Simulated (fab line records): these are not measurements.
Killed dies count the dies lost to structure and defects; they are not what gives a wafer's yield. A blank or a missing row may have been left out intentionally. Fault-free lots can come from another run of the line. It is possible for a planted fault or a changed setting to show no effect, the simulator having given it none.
Split-lot study    flow n5 finfet    21 wafers read across 7 lots, on a route 1938 steps long

SPLIT DETAILS
At N5_BEOL_M10_PEB_26 (peb time 60 s), the setting peb time s was moved away from the recipe's 60 s on 8 of the 21 wafers read, by -19.5% to +19.4%. For the rest of the wafers, this setting stayed at what the recipe calls for.

FROM SPLIT TO READING: 1 step shown by the file between the two
- N5_BEOL_M10_DEVELOP_27: develop time 30 s

THE READING
Shown in nm: cd nm at N5_BEOL_M10_CD_MEAS_28, with target cd 70 nm. Fault-free wafers of this fab line usually give 70.0 nm, standard deviation 1.1 nm.

wafer   tool, chamber at the split  peb time s as run, s  against the recipe  cd nm, nm  against lot-mates on the recipe
L078.1  litho track-02, 0           56.07                 -6.6%               67.0       -3.3
L078.2  litho track-02, 0           60                    recipe              71.0       -
L078.3  litho track-02, 0           60                    recipe              69.7       -
L081.1  litho track-02, 0           51.2                  -14.7%              62.3       -9.1
L081.3  litho track-02, 0           51.2                  -14.7%              65.0       -6.4
L081.6  litho track-02, 0           60                    recipe              71.4       -
L089.3  litho track-04, 0           60                    recipe              69.6       -
L089.5  litho track-04, 0           51.67                 -13.9%              63.5       -6.0
L089.6  litho track-04, 0           60                    recipe              69.4       -
L090.1  litho track-04, 0           60                    recipe              70.6       -
L090.5  litho track-04, 0           60                    recipe              70.4       -
L090.6  litho track-04, 0           60                    recipe              68.2       -
L096.1  litho track-02, 0           60                    recipe              69.7       -
L096.2  litho track-02, 0           60                    recipe              70.5       -
L096.4  litho track-02, 0           60                    recipe              69.8       -
L094.1  litho track-04, 0           60                    recipe              70.8       -
L094.2  litho track-04, 0           48.28                 -19.5%              59.2       -11.6
L094.5  litho track-04, 0           48.28                 -19.5%              60.0       -10.8
L097.1  litho track-04, 0           60                    recipe              68.7       -
L097.2  litho track-04, 0           71.64                 +19.4%              76.3       +7.6
L097.3  litho track-04, 0           71.64                 +19.4%              76.8       +8.1

THE FIT
A straight line over all 21 wafers: cd nm changes by +0.429 nm for each +1% of peb time s; r = +0.97; the points scatter about the line by 1.2 nm.
The same after taking each lot's own level away (the mean of its wafers on the recipe; 21 wafers): +0.485 nm for each +1%; r = +0.98; scatter 0.99 nm.
On that fit, the largest move of peb time s shifts the reading by 9.5 nm.
The lots' own levels span 68.70 to 71.40 nm, that is 2.5 times the standard deviation above.
Thus the slope moves with the lot-to-lot level: the two fits are different.
Check: -9.39 nm against its lot-mates is what the line predicts for one of the wafers moved furthest among these (-19.5%) when that wafer is left out of the fit. Against them it came out at -11.6 nm.

THESE WAFERS: OTHER SPLITS
These wafers also went through other splits before the reading. Each is held against what the fit with the lots' levels taken away leaves over:
other split on the same wafers  wafers away from the commonest value  r with cd nm (lot level and that fit taken away)
N5_BEOL_M9_COAT_64 spin rpm     11                                    +0.03

THE FILE'S OWN FIT
cd nm changes by +0.489 nm for each +1% of peb time s, r = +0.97.
